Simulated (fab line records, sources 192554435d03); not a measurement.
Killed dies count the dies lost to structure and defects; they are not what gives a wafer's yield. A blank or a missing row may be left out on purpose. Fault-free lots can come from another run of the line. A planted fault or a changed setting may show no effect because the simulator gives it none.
Which of the tools did it? + flow n5Finfet + 32 wafers from 11 lots sampled at 2 of the route's 1938 steps

== WHAT THE GAUGES SHOWED, per wafer ==
N5_MIM_BOT_LITHO_CD_MEAS_08: target cd 3000 nm.
| lot  | measured     | on       | cdNm (nm)            |
|------|--------------|----------|----------------------|
| L219 | day 13 13:04 | cdSem-03 | 2996.2 2997.6 3001.2 |
| L220 | day 13 16:51 | cdSem-01 | 2997.2 3001.3 2999.2 |
| L221 | day 13 09:34 | cdSem-02 | 3000.6 3000.8        |
| L222 | day 13 11:57 | cdSem-01 | 2998.2 2995.7 2999.7 |
| L225 | day 14 16:13 | cdSem-01 | 3003.3 3002.6 3000.9 |
| L224 | day 14 21:46 | cdSem-03 | 3000.8 2997.9 3000.7 |
| L226 | day 14 22:49 | cdSem-01 | 2998.3 3001.5 3002.5 |
| L227 | day 15 02:57 | cdSem-01 | 2999.9 3000.9 2997.5 |
| L233 | day 18 00:54 | cdSem-01 | 2999.3 3002.1 2996.6 |
| L239 | day 18 15:47 | cdSem-01 | 2998.1 3002.8 3001.5 |
| L241 | day 19 11:16 | cdSem-03 | 3002.6 3003.6 3001.6 |

== EACH LOT AND THE TOOL THAT RAN IT (in order: tool; ch and the chambers of the sampled wafers; start) ==
| lot  | N5_BEOL_M0_STRIP_104              |
|------|-----------------------------------|
| L219 | rieDiel-04 ch 0,2, day 6 01:16    |
| L220 | rieDiel-04 ch 1,2,3, day 6 05:49  |
| L221 | rieDiel-04 ch 2,3, day 6 10:13    |
| L222 | rieDiel-06 ch 0,2,3, day 6 10:41  |
| L225 | rieDiel-03 ch 1,2,3, day 7 08:14  |
| L224 | rieDiel-03 ch 1,2,3, day 7 09:22  |
| L226 | rieDiel-04 ch 0,2,3, day 7 13:31  |
| L227 | rieDiel-03 ch 1,3, day 7 20:41    |
| L233 | rieDiel-04 ch 0,2,3, day 9 22:40  |
| L239 | rieDiel-06 ch 0,1,3, day 10 21:55 |
| L241 | rieDiel-06 ch 2,3, day 11 07:50   |
- N5_BEOL_M0_STRIP_104: strips in N2/H2.

== THE ANSWER, worked out from the rows above alone ==
Rule: what is usual is taken from the lots themselves. Put in order of their means at a reading, lots are off if they are a third of the lots or fewer, leave a main group of 4 or more, and stand apart from it by a gap of 3 or more times the standard deviation of the main group's means; of several such gaps the widest counts. The tables above print the reading to a certain number of digits; a main group whose means all agree to those digits is not used. A lot without any number at a reading at which 4 lots or more have one is off too. All remaining lots with rows at the step are treated as sound.
No lot is off at any reading shown: from this, nothing can be told.

== WHAT HAD BEEN PUT IN BY THE SIMULATOR ==
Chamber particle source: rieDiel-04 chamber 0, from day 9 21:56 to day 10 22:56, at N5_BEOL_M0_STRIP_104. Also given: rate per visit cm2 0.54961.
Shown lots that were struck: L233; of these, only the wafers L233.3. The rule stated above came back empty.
